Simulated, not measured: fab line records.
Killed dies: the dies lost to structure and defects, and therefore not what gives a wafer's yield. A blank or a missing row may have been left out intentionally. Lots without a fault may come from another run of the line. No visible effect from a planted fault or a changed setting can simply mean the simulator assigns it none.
fab line records | flow nand-harc
record: lots: 12 | wafers: 36 | last-day: 23
route steps=1159 shown A_STAIRCASE@595 END@1159
lots untouched by any fault: they come from a run of this same line in which no faults occurred
start-h: the number of hours between the record's first day and the start of the first shown wafer of the lot | wait-h: how many hours have passed since the lot's step before this one | " as in the row above | L1.1+2: a row that stands for several wafers | - no value, or no start was given | * or withheld: withheld | < > ~ a bound
route shown NAME@n: names a module that has steps shown in the file, with the first one's number in the route | usual: the fault-free wafers' mean and standard deviation | same: alike in all rows | chamber/n: place in a boat | sites: readings site by site | _std_site: the values' standard deviation | _edge_site: mean of outer sites minus mean of inner sites | radius-mm: how far each site lies from the wafer's centre | mask NAME#n: copy n | behind: the most recent tool/chamber to have shaped the wafer | hold: the reason the lot was held/the length of the hold in hours/how it ended | device: which transistor (n, p or np) failed to switch | end of line: the same wafers' tests at the end of the route | a step with no rows: only its recipe | killed: count of dies lost to structure and defects at first sort (not the wafer's yield) | map: per-die view of a wafer (x killed, . not killed, _ where there is no die)
set.NAME: the run value of the setting; set.NAME@STEP: its run value at that earlier step | model.NAME: the simulator's own value behind a step, which no gauge read
steps of the route over a sample of lots; a table a step, a row a wafer
services: from which hour (start-h, from the record's first day; less than 0 if before it) a tool's chamber was out of use, for how many hours, and why
== steps ==
step: NHARC_A_STAIRCASE_ETCH_201
recipe: target-depth-a: 1000 | time-s: 40.5 | ion-energy-ev: 400 | c4f8-flow-sccm: 20 | o2-flow-sccm: 10 | ar-flow-sccm: withheld | rf-w: 600 | bias-w: 1000 | chemistry: C4F8/O2
usual: oes-product-au: 0.943/0.011 | rf-vpp-V: 897/5.2
lot.wafer | tool        | chamber | start-h | wait-h | oes-product-au | rf-hours-counter-h | rf-vpp-V
L218.4    | rie-diel-05 | 3       | -       | -      | 0.949          | 34                 | 902
L218.1    | "           | 2       | "       | "      | 0.932          | 34                 | 904
L218.6    | "           | 0       | "       | "      | 0.937          | -                  | 905
L216.3    | rie-diel-04 | 3       | -       | -      | 0.951          | 41                 | 899
L216.2    | "           | 0       | "       | "      | 0.939          | 53                 | 901
L216.4    | "           | 2       | "       | "      | 0.940          | 57                 | 896
L219.2    | rie-diel-07 | 1       | -       | -      | 0.925          | 11                 | 889
L219.3    | "           | 1       | "       | "      | 0.927          | -                  | 888
L219.6    | "           | 2       | "       | "      | 0.936          | -                  | 896
L222.2    | rie-diel-04 | 3       | -       | -      | 0.936          | 50                 | 898
L222.4    | "           | 0       | "       | "      | 0.934          | 62                 | 901
L222.5    | "           | 2       | "       | "      | 0.937          | -                  | 895
L223.3    | rie-diel-07 | 2       | -       | -      | 0.935          | 18                 | 898
L223.6    | "           | 3       | "       | "      | 0.947          | -                  | 906
L223.5    | "           | 0       | "       | "      | 0.928          | -                  | 893
L221.3    | rie-diel-07 | 2       | -       | -      | 0.948          | 20                 | 897
L221.2    | "           | 0       | "       | "      | 0.936          | 16                 | 894
L221.4    | "           | 2       | "       | "      | 0.948          | -                  | 896
L224.1    | rie-diel-05 | 3       | -       | -      | 0.944          | 50                 | 900
L224.5    | "           | 3       | "       | "      | 0.955          | -                  | 900
L224.6    | "           | 0       | "       | "      | 0.932          | -                  | 905
L226.3    | rie-diel-04 | 3       | -       | -      | 0.936          | 2                  | 900
L226.2    | "           | 0       | "       | "      | 0.958          | 2                  | 901
L226.4    | "           | 2       | "       | "      | 0.938          | 2                  | 895
L227.1    | rie-diel-07 | 1       | -       | -      | 0.940          | 24                 | 888
L227.4    | "           | 2       | "       | "      | 0.951          | 33                 | 895
L227.2    | "           | 0       | "       | "      | 0.930          | 28                 | 893
L229.2    | rie-diel-04 | 2       | -       | -      | 0.938          | 12                 | 894
L229.4    | "           | 3       | "       | "      | 0.952          | 12                 | 897
L229.3    | "           | 0       | "       | "      | 0.966          | 11                 | 900
L232.4    | rie-diel-04 | 3       | -       | -      | 0.950          | 18                 | 897
L232.3    | "           | 1       | "       | "      | 0.944          | 17                 | 888
L232.1    | "           | 2       | "       | "      | 0.932          | 17                 | 895
L236.4    | rie-diel-07 | 3       | -       | -      | 0.938          | 46                 | 906
L236.2    | "           | 1       | "       | "      | 0.946          | 41                 | 888
L236.1    | "           | 2       | "       | "      | 0.942          | 51                 | 894
step: NHARC_A_STAIRCASE_TRIM_220
recipe: time-s: 211.2 | o2-flow-sccm: 500 | ar-flow-sccm: 0 | bias-w: 0 | chemistry: O2
usual: drypump-motor-current-A: 5.6/0.5 | oes-product-au: 1.002/0.0088 | rf-vpp-V: 57.9/0.92 | run-length-s: 232.6/0.36 | showerhead-plenum-p-Torr: 3.58/0.15 | throttle-valve-pct: 17.036/0.0098
lot.wafer | tool        | chamber | start-h | wait-h | drypump-motor-current-A | oes-product-au | rf-hours-counter-h | rf-vpp-V | run-length-s | showerhead-plenum-p-Torr | throttle-valve-pct
L218.4    | rie-diel-05 | 3       | 260.52  | 0.1    | 5.0                     | 1.016          | 35                 | 58.6     | 233.1        | 3.66                     | 17.030
L218.1    | "           | 1       | "       | "      | 6.1                     | 1.002          | 34                 | 56.9     | 232.6        | 3.55                     | 17.042
L218.6    | "           | 2       | "       | "      | 6.3                     | 0.996          | -                  | 59.2     | 232.3        | 3.79                     | 17.014
L216.3    | rie-diel-07 | 0       | 261.53  | 0.1    | 5.3                     | 1.006          | 8                  | 56.2     | 232.8        | 3.47                     | 17.038
L216.2    | "           | 1       | "       | "      | 6.1                     | 0.999          | 9                  | 56.8     | 232.7        | 3.33                     | 17.051
L216.4    | "           | 0       | "       | "      | 5.3                     | 1.001          | -                  | 57.4     | 231.9        | 3.47                     | 17.038
L219.2    | rie-diel-07 | 1       | 270.25  | 0.1    | 6.1                     | 1.006          | 12                 | 57.1     | 232.8        | 3.33                     | 17.033
L219.3    | "           | 2       | "       | "      | 4.9                     | 1.009          | -                  | 58.9     | 233.4        | 3.53                     | 17.036
L219.6    | "           | 1       | "       | "      | 6.0                     | 1.012          | -                  | 57.4     | 233.2        | 3.33                     | 17.023
L222.4    | rie-diel-04 | 1       | 285.96  | 0.1    | 5.9                     | 1.001          | 64                 | 57.1     | 232.4        | 3.32                     | 17.034
L222.2    | "           | 0       | "       | "      | 6.3                     | 0.993          | 65                 | 60.2     | 232.3        | 3.65                     | 17.042
L222.5    | "           | 1       | "       | "      | 5.9                     | 1.006          | -                  | 57.0     | 232.4        | 3.32                     | 17.035
L223.3    | rie-diel-05 | 3       | 289.14  | 0.1    | 5.0                     | 1.016          | 46                 | 58.0     | 232.7        | 3.65                     | 17.042
L223.5    | "           | 3       | "       | "      | 5.0                     | 1.004          | -                  | 57.7     | 232.8        | 3.65                     | 17.027
L223.6    | "           | 0       | "       | "      | 5.3                     | 0.987          | -                  | 58.4     | 232.5        | 3.75                     | 17.043
L221.4    | rie-diel-05 | 2       | 294.98  | 0.1    | 6.3                     | 1.010          | 49                 | 58.4     | 232.8        | 3.78                     | 17.038
L221.3    | "           | 0       | "       | "      | 5.3                     | 0.992          | 48                 | 57.8     | 232.7        | 3.74                     | 17.037
L221.2    | "           | 1       | "       | "      | 6.1                     | 1.004          | 48                 | 58.0     | 232.7        | 3.55                     | 17.051
L224.1    | rie-diel-07 | 0       | 302.94  | 0.1    | 5.3                     | 0.990          | 22                 | 57.7     | 232.0        | 3.46                     | 17.025
L224.6    | "           | 2       | "       | "      | 4.9                     | 1.000          | -                  | 57.6     | 233.1        | 3.52                     | 17.035
L224.5    | "           | 3       | "       | "      | 5.7                     | 1.012          | -                  | 57.3     | 233.2        | 3.80                     | 17.027
L226.2    | rie-diel-07 | 0       | 305.90  | 0.1    | 5.3                     | 0.988          | 23                 | 56.8     | 232.1        | 3.46                     | 17.030
L226.3    | "           | 2       | "       | "      | 4.9                     | 0.993          | 28                 | 57.6     | 233.6        | 3.52                     | 17.039
L226.4    | "           | 3       | "       | "      | 5.7                     | 1.003          | -                  | 57.6     | 232.8        | 3.79                     | 17.055
L227.2    | rie-diel-07 | 2       | 322.67  | 0.1    | 4.9                     | 1.009          | 35                 | 58.6     | 187.8        | 3.52                     | 17.017
L227.1    | "           | 0       | "       | "      | 5.3                     | 0.998          | 29                 | 57.8     | 187.1        | 3.46                     | 17.041
L227.4    | "           | 1       | "       | "      | 6.1                     | 1.003          | 25                 | 58.4     | 187.5        | 3.32                     | 17.034
L229.2    | rie-diel-05 | 3       | 331.70  | 0.1    | 5.0                     | 1.006          | 59                 | 57.2     | 232.4        | 3.65                     | 17.036
L229.4    | "           | 1       | "       | "      | 6.1                     | 1.014          | 62                 | 56.5     | 232.8        | 3.54                     | 17.021
L229.3    | "           | 2       | "       | "      | 6.3                     | 1.012          | 61                 | 57.8     | 232.4        | 3.77                     | 17.043
L232.1    | rie-diel-07 | 1       | 346.43  | 0.2    | 6.0                     | 0.987          | 34                 | 57.3     | 187.2        | 3.31                     | 17.041
L232.4    | "           | 3       | "       | "      | 5.7                     | 0.998          | 39                 | 59.0     | 187.6        | 3.79                     | 17.031
L232.3    | "           | 0       | "       | "      | 5.3                     | 0.999          | 39                 | 57.1     | 186.5        | 3.45                     | 17.021
L236.2    | rie-diel-05 | 2       | 361.41  | 0.1    | 6.3                     | 1.006          | 4                  | 57.8     | 233.0        | 3.77                     | 17.038
L236.4    | "           | 3       | "       | "      | 5.0                     | 1.004          | 4                  | 59.0     | 232.9        | 3.64                     | 17.028
L236.1    | "           | 0       | "       | "      | 5.3                     | 1.007          | 6                  | 59.7     | 232.3        | 3.73                     | 17.032
step: NHARC_A_STAIRCASE_ETCH_221
recipe: target-depth-a: 1000 | time-s: 40.5 | ion-energy-ev: 400 | c4f8-flow-sccm: 20 | o2-flow-sccm: 10 | ar-flow-sccm: withheld | rf-w: 600 | bias-w: 1000 | chemistry: C4F8/O2
usual: oes-product-au: 0.939/0.013 | rf-vpp-V: 898/5.5
lot.wafer | tool        | chamber | start-h | wait-h | oes-product-au | rf-hours-counter-h | rf-vpp-V
L218.4    | rie-diel-05 | 3       | -       | -      | 0.963          | 35                 | 900
L218.1    | "           | 0       | "       | "      | 0.944          | 34                 | 903
L218.6    | "           | 3       | "       | "      | 0.963          | -                  | 901
L216.3    | rie-diel-07 | 0       | -       | -      | 0.920          | 8                  | 894
L216.2    | "           | 2       | "       | "      | 0.937          | 9                  | 895
L216.4    | "           | 1       | "       | "      | 0.915          | -                  | 889
L219.2    | rie-diel-07 | 2       | -       | -      | 0.936          | 12                 | 896
L219.3    | "           | 2       | "       | "      | 0.932          | -                  | 896
L219.6    | "           | 1       | "       | "      | 0.935          | -                  | 890
L222.4    | rie-diel-04 | 2       | -       | -      | 0.930          | 68                 | 896
L222.2    | "           | 3       | "       | "      | 0.952          | 52                 | 898
L222.5    | "           | 2       | "       | "      | 0.942          | -                  | 896
L223.3    | rie-diel-05 | 3       | -       | -      | 0.972          | 46                 | 901
L223.6    | "           | 3       | "       | "      | 0.963          | -                  | 900
L223.5    | "           | 0       | "       | "      | 0.938          | -                  | 904
L221.2    | rie-diel-05 | 0       | -       | -      | 0.938          | 48                 | 903
L221.3    | "           | 1       | "       | "      | 0.945          | 48                 | 896
L221.4    | "           | 2       | "       | "      | 0.936          | 49                 | 905
L224.1    | rie-diel-07 | 2       | -       | -      | 0.930          | 27                 | 895
L224.6    | "           | 3       | "       | "      | 0.950          | -                  | 905
L224.5    | "           | 0       | "       | "      | 0.933          | -                  | 892
L226.3    | rie-diel-07 | 2       | -       | -      | 0.948          | 28                 | 896
L226.2    | "           | 3       | "       | "      | 0.950          | 23                 | 907
L226.4    | "           | 2       | "       | "      | 0.945          | -                  | 897
L227.1    | rie-diel-07 | 3       | -       | -      | 0.942          | 29                 | 904
L227.2    | "           | 0       | "       | "      | 0.953          | 29                 | 894
L227.4    | "           | 1       | "       | "      | 0.955          | 25                 | 889
L229.2    | rie-diel-05 | 0       | -       | -      | 0.918          | 60                 | 902
L229.3    | "           | 1       | "       | "      | 0.942          | 62                 | 896
L229.4    | "           | 2       | "       | "      | 0.923          | 61                 | 904
L232.4    | rie-diel-07 | 1       | -       | -      | 0.933          | 35                 | 887
L232.1    | "           | 2       | "       | "      | 0.918          | 44                 | 895
L232.3    | "           | 3       | "       | "      | 0.935          | 39                 | 906
L236.2    | rie-diel-05 | 3       | -       | -      | 0.947          | 4                  | 901
L236.4    | "           | 0       | "       | "      | 0.949          | 6                  | 904
L236.1    | "           | 1       | "       | "      | 0.958          | 6                  | 895
step: NHARC_A_STAIRCASE_ETCH_225
recipe: target-depth-a: 1000 | time-s: 40.5 | ion-energy-ev: 400 | c4f8-flow-sccm: 20 | o2-flow-sccm: 10 | ar-flow-sccm: withheld | rf-w: 600 | bias-w: 1000 | chemistry: C4F8/O2
usual: oes-product-au: 0.946/0.012 | rf-vpp-V: 898/5.5
lot.wafer | tool        | chamber | start-h | wait-h | oes-product-au | rf-hours-counter-h | rf-vpp-V
L218.4    | rie-diel-05 | 0       | -       | -      | 0.948          | 34                 | 905
L218.1    | "           | 1       | "       | "      | 0.941          | 34                 | 899
L218.6    | "           | 0       | "       | "      | 0.949          | -                  | 904
L216.2    | rie-diel-07 | 1       | -       | -      | 0.949          | 10                 | 888
L216.3    | "           | 2       | "       | "      | 0.952          | 10                 | 896
L216.4    | "           | 1       | "       | "      | 0.946          | -                  | 889
L219.3    | rie-diel-07 | 2       | -       | -      | 0.956          | 14                 | 896
L219.2    | "           | 3       | "       | "      | 0.968          | 9                  | 904
L219.6    | "           | 2       | "       | "      | 0.951          | -                  | 897
L222.2    | rie-diel-04 | 2       | -       | -      | 0.945          | 68                 | 895
L222.4    | "           | 3       | "       | "      | 0.959          | 53                 | 899
L222.5    | "           | 2       | "       | "      | 0.949          | -                  | 896
L223.3    | rie-diel-05 | 2       | -       | -      | 0.934          | 46                 | 906
L223.5    | "           | 0       | "       | "      | 0.936          | -                  | 904
L223.6    | "           | 1       | "       | "      | 0.936          | -                  | 898
L221.3    | rie-diel-05 | 3       | -       | -      | 0.952          | 49                 | 901
L221.2    | "           | 0       | "       | "      | 0.946          | 48                 | 904
L221.4    | "           | 1       | "       | "      | 0.958          | 49                 | 897
L224.1    | rie-diel-07 | 0       | -       | -      | 0.934          | 22                 | 892
L224.6    | "           | 3       | "       | "      | 0.954          | -                  | 905
L224.5    | "           | 0       | "       | "      | 0.947          | -                  | 893
L226.2    | rie-diel-07 | 2       | -       | -      | 0.948          | 28                 | 895
L226.3    | "           | 3       | "       | "      | 0.952          | 23                 | 905
L226.4    | "           | 2       | "       | "      | 0.939          | -                  | 896
L227.1    | rie-diel-07 | 2       | -       | -      | 0.960          | 35                 | 896
L227.4    | "           | 3       | "       | "      | 0.945          | 29                 | 905
L227.2    | "           | 0       | "       | "      | 0.919          | 29                 | 894
L229.2    | rie-diel-05 | 0       | -       | -      | 0.937          | 60                 | 902
L229.4    | "           | 1       | "       | "      | 0.955          | 62                 | 897
L229.3    | "           | 3       | "       | "      | 0.951          | 60                 | 901
L232.1    | rie-diel-07 | 3       | -       | -      | 0.935          | 40                 | 905
L232.3    | "           | 0       | "       | "      | 0.931          | 40                 | 894
L232.4    | "           | 1       | "       | "      | 0.930          | 35                 | 887
L236.4    | rie-diel-05 | 2       | -       | -      | 0.936          | 4                  | 904
L236.1    | "           | 0       | "       | "      | 0.948          | 6                  | 903
L236.2    | "           | 1       | "       | "      | 0.937          | 6                  | 896
step: NHARC_END_SORT_01
recipe: temp-c: 25
usual: killed-at-array: 27/12 | killed-at-other: 0.8/1 | killed-at-periphery: 4.0/2.5 | killed-dies: 32/11 | killed-open: 3.3/1.8 | killed-short: 2.0/1.5
same: gross-dies: 677
lot.wafer | tool      | chamber | start-h | wait-h | killed-at-array | killed-at-other | killed-at-periphery | killed-dies | killed-open | killed-short
L229.2    | prober-02 | 0       | 513.64  | 2.9    | 40              | 1               | 5                   | 46          | 4           | 3
L229.3    | prober-02 | 0       | 514.45  | 3.2    | 46              | 0               | 4                   | 50          | 4           | 4
L229.4    | prober-02 | 0       | 515.26  | 3.5    | 32              | 0               | 7                   | 39          | 1           | 4
L236.2    | prober-01 | 0       | 560.38  | 2.8    | 26              | 3               | 1                   | 30          | 3           | 1
killed by level:class
L229.2 A_SLIT:chamber-film-flake=14 A_CHANNEL_HOLE_D1:chamber-film-flake=14 P_M0:chamber-film-flake=2 A_CHANNEL_FILL_D1:chamber-film-flake=2 A_STAIRCASE:chamber-film-flake=2 A_WL_FILL:chamber-film-flake=2 A_CONTACT:chamber-film-flake=2 P_CONTACT:geometric-particle:open=1
L229.3 A_CHANNEL_HOLE_D1:chamber-film-flake=18 A_SLIT:chamber-film-flake=9 A_CONTACT:chamber-film-flake=5 A_STAIRCASE:chamber-film-flake=4 P_M0:chamber-film-flake=2 A_WL_FILL:chamber-film-flake=2 P_STI:geometric-particle:short=1 A_ONON_D1:geometric-particle:open=1
L229.4 A_CHANNEL_HOLE_D1:chamber-film-flake=14 A_SLIT:chamber-film-flake=7 P_M0:chamber-film-flake=3 A_STAIRCASE:chamber-film-flake=3 A_WL_FILL:chamber-film-flake=3 P_GATE:geometric-particle:short=1 P_M1:geometric-particle:short=1 A_CHANNEL_FILL_D1:geometric-particle:short=1
L236.2 A_SLIT:chamber-film-flake=12 A_CHANNEL_HOLE_D1:chamber-film-flake=4 A_STAIRCASE:chamber-film-flake=2 A_WL_FILL:chamber-film-flake=2 A_CONTACT:chamber-film-flake=2 THIN_TSV:chamber-film-flake=2 A_WL_FILL:geometric-particle:short=1 A_CONTACT:geometric-particle:open=1
== services ==
tool        | chamber | start-h | hours | kind
rie-diel-07 | 0       | 237.70  | -     | clean
rie-diel-07 | 1       | 237.70  | -     | clean
rie-diel-07 | 1       | 237.70  | -     | consumable-replace:focus-ring
rie-diel-07 | 2       | 237.70  | -     | clean
rie-diel-07 | 3       | 237.70  | -     | clean
rie-diel-07 | 3       | 237.70  | -     | consumable-replace:showerhead
rie-diel-05 | 0       | 250.14  | 1.2   | repair
rie-diel-07 | 3       | 259.11  | 11.9  | repair
rie-diel-07 | 0       | 262.20  | -     | clean
rie-diel-07 | 1       | 262.20  | -     | clean
rie-diel-07 | 2       | 262.20  | -     | clean
rie-diel-07 | 0       | 266.82  | 8.3   | repair
rie-diel-04 | 1       | 269.64  | 10.0  | repair
rie-diel-07 | 1       | 284.16  | 23.1  | repair
rie-diel-07 | 0       | 286.74  | -     | clean
rie-diel-07 | 2       | 286.74  | -     | clean
rie-diel-07 | 3       | 286.74  | -     | clean
rie-diel-04 | -       | 288.90  | 9.0   | pm
rie-diel-07 | 0       | 311.24  | -     | clean
rie-diel-07 | 1       | 311.24  | -     | clean
rie-diel-07 | 2       | 311.24  | -     | clean
rie-diel-07 | 3       | 311.24  | -     | clean
rie-diel-07 | 0       | 335.86  | -     | clean
rie-diel-05 | -       | 340.63  | 9.0   | pm
== key ==
first-sign: step: NHARC_A_STAIRCASE_TRIM_220 | reading: run-length-s | direction: down | sigmas: 99+ | usual: * | struck: *
effect none on later readings
met-at NHARC_A_STAIRCASE_TRIM_220
struck-lots L227,L232
tester-left-out L227,L232
not-acting-at NHARC_A_STAIRCASE_ETCH_201,NHARC_A_STAIRCASE_ETCH_221,NHARC_A_STAIRCASE_ETCH_225
onset-between 305.90 322.67
fault: kind: process-parameter-drift | tool: rie-diel-07 | chamber: - | onset-h: 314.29 | steps: NHARC_A_STAIRCASE_TRIM_220 | channel: time-s | offset: * | shape: step | end-h: 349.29 | acts-in: * | stated: *
tester-left-out: of these lots the tester's yield and bins aren't shown, on N5 and GAA mostly nor the transistor test; their killed dies are dies lost to structure and defects alone, not to doping, threshold or leakage, so they don't give the yield
